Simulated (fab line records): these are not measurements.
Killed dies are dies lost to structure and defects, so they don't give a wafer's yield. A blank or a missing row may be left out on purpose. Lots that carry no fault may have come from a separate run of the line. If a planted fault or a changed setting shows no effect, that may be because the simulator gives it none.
Chamber matching    flow nand harc    NHARC_A_CHANNEL_HOLE_D1_DESCUM_15 on rie diel-10: 4 sister chambers
The step chemistry O2, time 3 s. 18 wafers are shown with their chamber, then 8 later ones without.

== WAFERS, EACH WITH ITS CHAMBER ==
wafer   chamber  showerhead plenum p Torr (Torr)  drypump motor current A (A)  o2 flow sccm (sccm)
L617.3  2        1.98                             5.1                          199.8
L617.5  1        1.79                             5.4                          199.8
L617.6  2        1.98                             5.1                          200.0
L618.2  3        1.84                             5.6                          198.6
L618.3  0        2.05                             5.5                          200.3
L618.4  2        1.98                             5.1                          199.5
L624.2  0        2.04                             5.5                          199.4
L624.5  3        1.84                             5.6                          199.5
L633.2  1        1.79                             5.4                          200.1
L633.3  3        1.84                             5.6                          199.2
L633.5  3        1.84                             5.6                          198.3
L634.3  3        1.84                             5.6                          200.6
L634.4  2        1.98                             5.1                          200.2
L634.5  2        1.98                             5.1                          199.9
L635.1  0        2.04                             5.5                          200.2
L635.2  1        1.79                             5.3                          200.6
L635.3  2        1.98                             5.1                          199.9
L636.2  3        1.83                             5.6                          199.6

SIGNATURES (means of the wafers above)
reading                   chamber 0  chamber 1  chamber 2  chamber 3  scatter within a chamber
showerhead plenum p Torr  2.0433     1.7900     1.9800     1.8383     0.00327
drypump motor current A   5.500      5.367      5.100      5.600      0.0218
o2 flow sccm              199.967    200.167    199.883    199.300    0.561
Rule: for each reading, subtract the chamber's mean from the wafer's reading, divide by that reading's scatter and square the result; add these up over the readings and take the root, which gives the wafer's distance from the chamber. The wafer belongs to the nearest chamber; if the next one is less than 2 further off, it can't be placed. How the scatter is found: for the shown wafers, subtract from each reading the mean of its chamber, square and add these, divide the total by (wafers less chambers), then take the root.

== WAFERS WITH NO CHAMBER GIVEN ==
wafer   showerhead plenum p Torr (Torr)  drypump motor current A (A)  o2 flow sccm (sccm)
L636.3  1.98                             5.1                          200.2
L636.5  1.98                             5.1                          200.4
L638.2  1.98                             5.1                          200.1
L638.3  2.04                             5.5                          199.9
L638.6  1.79                             5.3                          200.8
L639.3  1.83                             5.6                          199.5
L639.5  1.83                             5.6                          200.7
L639.6  1.98                             5.1                          199.4

== WHICH CHAMBER EACH WENT THROUGH ==
wafer   from the rows above  in truth
L636.3  2                    2
L636.5  2                    2
L638.2  2                    2
L638.3  0                    0
L638.6  1                    1
L639.3  3                    3
L639.5  3                    3
L639.6  2                    2
8 of 8 placed correctly. Not placeable from these rows: 0. Placed wrongly: 0.
